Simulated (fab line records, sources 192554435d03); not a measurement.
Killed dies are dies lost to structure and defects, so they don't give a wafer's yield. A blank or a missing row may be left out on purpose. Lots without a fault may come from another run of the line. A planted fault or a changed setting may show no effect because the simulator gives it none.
Split-lot experiment | flow n5_finfet | 7 lots, 39 wafers read, on a route of 1938 steps

THE SPLIT
At N5_BEOL_M9_ILD_DEP_00 (deposits SiCOH lowk from DEMS/porogen, target thk 308.51 nm, time 58 s), the setting time_s was moved away from the recipe's 58 s on 15 of the 39 wafers read, by -50.6% to +59.4%. The other wafers ran this setting at the recipe's value.

FROM THE SPLIT TO THE READING: what the file shows between them, 1 step
- N5_BEOL_M9_CURE_71: cures SiCOH lowk, time 240 s

THE READING
M9_ILD_THK, in nm, at N5_BEOL_M9_THK_MEAS_01. Fault-free wafers of this fab line usually give 269 nm, standard deviation 3.8 nm.

wafer  | tool, chamber at the split | time_s as run, s | against the recipe | M9_ILD_THK, nm | against lot-mates on the recipe
L076.1 | pecvd-04, 2                | 92.46            | +59.4%             | 423            | +157
L076.2 | pecvd-04, 0                | 58               | recipe             | 264            | -
L076.3 | pecvd-04, 1                | 92.46            | +59.4%             | 419            | +153
L076.4 | pecvd-04, 2                | 58               | recipe             | 269            | -
L076.5 | pecvd-04, 1                | 58               | recipe             | 264            | -
L076.6 | pecvd-04, 0                | 92.46            | +59.4%             | 430            | +164
L077.1 | pecvd-04, 0                | 89.25            | +53.9%             | 412            | +145
L077.2 | pecvd-04, 1                | 58               | recipe             | 266            | -
L077.3 | pecvd-04, 2                | 58               | recipe             | 269            | -
L077.4 | pecvd-04, 0                | 89.25            | +53.9%             | 418            | +151
L077.5 | pecvd-04, 1                | 58               | recipe             | 266            | -
L077.6 | pecvd-04, 2                | 89.25            | +53.9%             | 422            | +155
L080.1 | pecvd-04, 0                | 58               | recipe             | 268            | -
L080.2 | pecvd-04, 2                | 58               | recipe             | 270            | -
L080.3 | pecvd-04, 1                | 58               | recipe             | 266            | -
L080.4 | pecvd-04, 1                | 58               | recipe             | 270            | -
L080.5 | pecvd-04, 0                | 58               | recipe             | 271            | -
L080.6 | pecvd-04, 2                | 58               | recipe             | 273            | -
L084.1 | pecvd-02, 1                | 58               | recipe             | 268            | -
L084.2 | pecvd-02, 2                | 31.63            | -45.5%             | 153            | -116
L084.3 | pecvd-02, 0                | 31.63            | -45.5%             | 145            | -124
L084.4 | pecvd-02, 2                | 31.63            | -45.5%             | 154            | -115
L084.5 | pecvd-02, 0,1              | 58               | recipe             | 270            | -
L084.6 | pecvd-02, 0,1              | 58               | recipe             | 270            | -
L086.1 | pecvd-02, 2                | 58               | recipe             | 273            | -
L086.2 | pecvd-02, 0                | 58               | recipe             | 267            | -
L086.3 | pecvd-02, 1                | 58               | recipe             | 266            | -
L093.1 | pecvd-02, 2                | 58               | recipe             | 271            | -
L093.2 | pecvd-02, 1                | 28.67            | -50.6%             | 135            | -135
L093.3 | pecvd-02, 0                | 28.67            | -50.6%             | 130            | -140
L093.4 | pecvd-02, 0                | 58               | recipe             | 269            | -
L093.5 | pecvd-02, 2                | 28.67            | -50.6%             | 136            | -134
L093.6 | pecvd-02, 1                | 58               | recipe             | 269            | -
L095.1 | pecvd-01, 0                | 70.41            | +21.4%             | 318            | +50
L095.2 | pecvd-01, 1                | 70.41            | +21.4%             | 324            | +56
L095.3 | pecvd-01, 2                | 58               | recipe             | 264            | -
L095.4 | pecvd-01, 2                | 58               | recipe             | 269            | -
L095.5 | pecvd-01, 1                | 70.41            | +21.4%             | 327            | +59
L095.6 | pecvd-01, 0                | 58               | recipe             | 270            | -
Where a row lists several chambers, the file gives one row for several wafers and doesn't say which wafer went through which chamber.

THE FIT
A straight line over all 39 wafers: M9_ILD_THK changes by +2.66 nm for each +1% of time_s; r = +1.00; the points scatter about the line by 3.8 nm.
The same after taking each lot's own level away (the mean of its wafers on the recipe; 39 wafers): +2.69 nm for each +1%; r = +1.00; scatter 3.6 nm.
On that fit, the largest move of time_s shifts the reading by 1.6e+02 nm.
The lots' own levels span 265.7 to 269.7 nm, that is 1.1 times the standard deviation above.
So the lot-to-lot level changes the slope little: the two slopes agree.
Check: with one of the wafers moved furthest among these (+59.4%) left out of the fit, the line predicts +160 nm for it against its lot-mates. It came out at +157 nm against them.

OTHER SPLITS ON THESE WAFERS
These wafers also went through other splits before the reading. Each is held against what the fit with the lots' levels taken away leaves over:
other split on the same wafers   | wafers away from the commonest value | r with M9_ILD_THK (lot level and that fit taken away)
N5_BEOL_M4_ILD_DEP_00 time_s     | 15                                   | +0.02
N5_BEOL_M5_TRENCH_ETCH_37 time_s | 12                                   | +0.21
N5_BEOL_M7_DESCUM_33 time_s      | 15                                   | +0.07

THE WHOLE CHAIN: every reading that the file lists as answering this split, in the file's order
step                   | what it does                                                           | reading                                                                                  | change (the file's fit)              | r (the file's)
N5_BEOL_M9_ILD_DEP_00  | deposits SiCOH lowk from DEMS/porogen, target thk 308.51 nm, time 58 s | SiCOH_lowk_of_BEOL_M9_ILD_DEP_00.thk_nm (the simulator's own value, which no gauge read) | +3.04 nm for each +1% of the setting | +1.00
N5_BEOL_M9_CURE_71     | cures SiCOH lowk, time 240 s                                           | SiCOH_lowk_of_BEOL_M9_ILD_DEP_00.thk_nm (the simulator's own value, which no gauge read) | +2.69 nm for each +1% of the setting | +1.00
N5_BEOL_M9_THK_MEAS_01 |                                                                        | M9_ILD_THK                                                                               | +2.69 for each +1% of the setting    | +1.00

THE FILE'S OWN FIT
M9_ILD_THK changes by +2.69 nm for each +1% of time_s, r = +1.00.
